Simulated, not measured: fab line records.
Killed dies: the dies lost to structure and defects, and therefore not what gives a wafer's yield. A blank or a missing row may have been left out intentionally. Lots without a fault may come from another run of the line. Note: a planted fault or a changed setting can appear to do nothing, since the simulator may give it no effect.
Matching of chambers || flow n5Finfet || pecvd-03 running N5_BEOL_M3_DEP_57: 3 sister chambers
The step deposits SiCN from 3MS/NH3, target thk 8 nm, time 14 s. 6 wafers are shown with their chamber, then 12 later ones without.

== EACH WAFER AND ITS CHAMBER ==
{"wafer": "L089.5", "chamber": 0, "throttleValvePct (%)": 9.1, "showerheadPlenumPTorr (Torr)": 3.671}
{"wafer": "L090.1", "chamber": 1, "throttleValvePct (%)": 9.7, "showerheadPlenumPTorr (Torr)": 3.662}
{"wafer": "L090.6", "chamber": 0, "throttleValvePct (%)": 8.9, "showerheadPlenumPTorr (Torr)": 3.675}
{"wafer": "L093.1", "chamber": 1, "throttleValvePct (%)": 9.5, "showerheadPlenumPTorr (Torr)": 3.658}
{"wafer": "L093.3", "chamber": 2, "throttleValvePct (%)": 9.0, "showerheadPlenumPTorr (Torr)": 3.677}
{"wafer": "L093.6", "chamber": 2, "throttleValvePct (%)": 9.2, "showerheadPlenumPTorr (Torr)": 3.665}

== WAFERS WITHOUT THEIR CHAMBER ==
{"wafer": "L091.2", "throttleValvePct (%)": 9.2, "showerheadPlenumPTorr (Torr)": 3.672}
{"wafer": "L091.3", "throttleValvePct (%)": 9.3, "showerheadPlenumPTorr (Torr)": 3.666}
{"wafer": "L091.6", "throttleValvePct (%)": 9.1, "showerheadPlenumPTorr (Torr)": 3.665}
{"wafer": "L094.1", "throttleValvePct (%)": 9.1, "showerheadPlenumPTorr (Torr)": 3.668}
{"wafer": "L094.2", "throttleValvePct (%)": 9.5, "showerheadPlenumPTorr (Torr)": 3.664}
{"wafer": "L094.5", "throttleValvePct (%)": 9.0, "showerheadPlenumPTorr (Torr)": 3.668}
{"wafer": "L096.4", "throttleValvePct (%)": 9.1, "showerheadPlenumPTorr (Torr)": 3.677}
{"wafer": "L096.5", "throttleValvePct (%)": 8.7, "showerheadPlenumPTorr (Torr)": 3.664}
{"wafer": "L096.6", "throttleValvePct (%)": 9.4, "showerheadPlenumPTorr (Torr)": 3.664}
{"wafer": "L097.1", "throttleValvePct (%)": 9.4, "showerheadPlenumPTorr (Torr)": 3.657}
{"wafer": "L097.3", "throttleValvePct (%)": 9.2, "showerheadPlenumPTorr (Torr)": 3.663}
{"wafer": "L097.4", "throttleValvePct (%)": 8.9, "showerheadPlenumPTorr (Torr)": 3.661}

== WHICH CHAMBER EACH ONE RAN IN ==
{"wafer": "L091.2", "from the rows above": "can't be placed: 2 or 0", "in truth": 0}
{"wafer": "L091.3", "from the rows above": "can't be placed: 2 or 1 or 0", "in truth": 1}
{"wafer": "L091.6", "from the rows above": "can't be placed: 2 or 0", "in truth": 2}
{"wafer": "L094.1", "from the rows above": "can't be placed: 2 or 0", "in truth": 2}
{"wafer": "L094.2", "from the rows above": 1, "in truth": 1}
{"wafer": "L094.5", "from the rows above": "can't be placed: 2 or 0", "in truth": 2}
{"wafer": "L096.4", "from the rows above": "can't be placed: 0 or 2", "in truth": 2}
{"wafer": "L096.5", "from the rows above": "can't be placed: 0 or 2", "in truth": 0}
{"wafer": "L096.6", "from the rows above": "can't be placed: 1 or 2 or 0", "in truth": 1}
{"wafer": "L097.1", "from the rows above": "can't be placed: 1 or 2", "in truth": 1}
{"wafer": "L097.3", "from the rows above": "can't be placed: 2 or 0 or 1", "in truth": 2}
{"wafer": "L097.4", "from the rows above": "can't be placed: 0 or 2", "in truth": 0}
Correct placement for 1 of the 12. From these rows, 11 cannot be placed; in 11 the true chamber is one of the candidates. 0 placed wrongly.
How it was worked out, from the rows above alone: a wafer's distance from a chamber is the root of the sum, over the readings, of the square of ((its reading less the chamber's mean) divided by the reading's scatter). If the next closest chamber is less than 2 further off than the closest, the wafer can't be placed; otherwise it belongs to the closest. The mean given for a chamber averages the wafers shown for that chamber. How the scatter is found: for the shown wafers, subtract from each reading the mean of its chamber, square and add these, divide the total by (wafers less chambers), then take the root.
